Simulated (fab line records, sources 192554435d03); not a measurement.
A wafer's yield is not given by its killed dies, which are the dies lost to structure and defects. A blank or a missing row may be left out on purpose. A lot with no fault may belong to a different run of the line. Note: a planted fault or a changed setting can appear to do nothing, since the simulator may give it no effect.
A struck lot beside a sound one + flow n5 finfet + 28 steps out of a route of 1938
Sound: wafers L483.2, L483.4, L483.6. Struck: wafers L478.1, L478.4, L478.6. The cause is given at the end.
Order at every step that has rows: each side's tool, ch and its chambers, its first start. Under that, the readings that differ: sound wafers + struck wafers + difference of the means + sigmas: that difference in standard deviations of wafers without a fault.
alike: same words and numbers on both sides, and readings whose means sit less than 2 such deviations apart. not compared: any withheld reading, any reading some wafer has no value for, any bound like >300 that may hide the same value, and any number with overlapping values for which the record gives no deviation.
Wherever a step has rows on one side only, a row that says differs or no value, or a row with sigmas, the two part there. Numbers that have no deviation but don't overlap get no sigmas and don't part them. Lack of a reading on every wafer of one side parts them only where that side has two or more wafers.

first, 11 steps without rows for these wafers: N5_MOL_CONTACT_COAG_STRIP_92 (strips in N2/H2); N5_MOL_CONTACT_COAG_STRIP_93 (strips in N2/H2); N5_MOL_CONTACT_COAG_ETCHBACK_135 (etches SiO2 in CHF3, target depth 25 nm, time 16.7 s); N5_MOL_CONTACT_COAG_STRIP_118 (strips in CHF3); N5_MOL_CONTACT_COAG_VIA_ETCH_46 (etches SiO2 in C4F6/O2, target depth 46 nm, overetch 9.2 nm, time 40 s); N5_MOL_CONTACT_COAG_STRIP_96 (strips in N2/H2); N5_MOL_CONTACT_COAG_ETCH_47 (etches SiNx in CH3F/O2, stops on W, target depth 27 nm); N5_MOL_CONTACT_COAG_STRIP_119 (strips in N2/H2, time 30 s); N5_MOL_CONTACT_COAG_PRECLEAN_144 (cleans in alkaline clean, time 60 s); N5_MOL_CONTACT_COAG_SRD_145 (time 30 s); N5_MOL_CONTACT_COAG_COAT_62 (time 60 s, resist thk 60 nm).
N5_MOL_CONTACT_COAG_COAT_63: time 60 s, resist thk 10 nm.
  sound on litho track-02 ch 0, day 10 17:35; struck on litho track-05 ch 0, day 9 12:46
| reading                                             | sound                | struck               | difference | sigmas      |
|-----------------------------------------------------|----------------------|----------------------|------------|-------------|
| spin speed rpm (rpm)                                | 1500.4 1499.4 1500.2 | 1363.5 1362.5 1362.6 | -137.1     | -99 or more |
| model.SiARC_of_MOL_CONTACT_COAG_COAT_63.thk nm (nm) | 10 10 10             | 10.4 10.4 10.4       | +0.4       |             |
then, 9 steps without rows for these wafers: N5_MOL_CONTACT_COAG_COAT_64 (time 60 s, resist thk 10 nm); N5_MOL_CONTACT_COAG_COAT_34 (resist thk 40 nm); N5_MOL_CONTACT_COAG_EBR_36; N5_MOL_CONTACT_COAG_SOFTBAKE_35 (time 60 s); N5_MOL_CONTACT_COAG_EXPOSE_37 (exposes mask VD, defocus 0 nm); N5_MOL_CONTACT_COAG_PEB_38 (peb time 60 s); N5_MOL_CONTACT_COAG_DEVELOP_39 (develop time 30 s); N5_MOL_CONTACT_COAG_DESCUM_45 (chemistry O2, time 7 s); N5_MOL_CONTACT_COAG_ETCH_65 (etches underlayer in N2/H2, target depth 13 nm, time 10.4 s).
N5_MOL_CONTACT_COAG_ETCH_66: etches SiARC in CF4, target depth 13 nm, time 21.7 s.
  sound on rie diel-06 ch 0,2,3, day 10 18:13; struck on rie diel-06 ch 1,2,3, day 9 13:20
| reading                                               | sound          | struck            | difference | sigmas |
|-------------------------------------------------------|----------------|-------------------|------------|--------|
| model.etch.depth nm (nm)                              | 10.01 10 10.04 | 10.46 10.49 10.42 | +0.44      |        |
| model.CAR-EUV_of_MOL_CONTACT_COAG_COAT_34.thk nm (nm) | 17 17 16.8     | 16.4 16.4 16.6    | -0.5       |        |
  alike: drypump motor current A, etch rf on time s, oes product au, rf vpp V, showerhead plenum p Torr, throttle valve pct
  not compared: rf hours counter h
then, 1 step without rows for these wafers: N5_MOL_CONTACT_COAG_ALD_133 (deposits SiO2, target thk 5 nm, pulse time 1 s, co reactant pulse time 1 s).
N5_MOL_CONTACT_COAG_ETCHBACK_134: etches SiO2 in CHF3, target depth 10 nm, time 6.7 s.
  sound on rie diel-05 ch 0,2, day 10 18:35; struck on rie diel-05 ch 0,1,3, day 9 13:42
| reading                                               | sound          | struck     | difference | sigmas |
|-------------------------------------------------------|----------------|------------|------------|--------|
| model.CAR-EUV_of_MOL_CONTACT_COAG_COAT_34.thk nm (nm) | 15.6 15.6 15.4 | 15 15 15.2 | +0         |        |
  alike: drypump motor current A, oes product au, rf vpp V, showerhead plenum p Torr, throttle valve pct
  not compared: rf hours counter h
N5_MOL_CONTACT_COAG_ETCH_67: etches SOC in N2/H2, target depth 60 nm, overetch 21 nm, time 101.2 s.
  sound on rie diel-05 ch 0,2, day 10 18:37; struck on rie diel-05 ch 0,1,3, day 9 13:44
  alike: drypump motor current A, oes product au, rf vpp V, showerhead plenum p Torr, throttle valve pct
  not compared: rf hours counter h, model.SiARC_of_MOL_CONTACT_COAG_COAT_63.thk nm
then, 1 step without rows for these wafers: N5_MOL_CONTACT_COAG_STRIP_68 (strips in N2/H2).
-- the record jumps here: 2 days lie between the struck wafers' starts before and after (it left off in module MOL_CONTACT_COAG and takes up again in module BEOL_M4, whose first step shown is number 1111 of the route) --
N5_BEOL_M4_RC_MEAS_101:
  sound on prober-01 ch 0, day 13 22:11; struck on prober-02 ch 0, day 11 20:59
  alike: DIBL_N, DIBL_P, IOFF_N, IOFF_P, ION_N, ION_P, SS_N, SS_P, VT_N, VT_P
-- the record jumps here: 4 days lie between the struck wafers' starts before and after (it left off in module BEOL_M4 and takes up again in module PASSIVATION, whose first step shown is number 1936 of the route) --
N5_PASSIVATION_PROBE_49:
  the record has rows for the struck wafers here (prober-01, day 16 07:19) and none for the sound ones

== WHERE THEY PART ==
At N5_MOL_CONTACT_COAG_COAT_63 first; at N5_PASSIVATION_PROBE_49 last (within this record only).

WHY: what had been put in by the simulator
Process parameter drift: litho track-05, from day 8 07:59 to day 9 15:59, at N5_MOL_CONTACT_COAG_COAT_63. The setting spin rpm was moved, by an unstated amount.
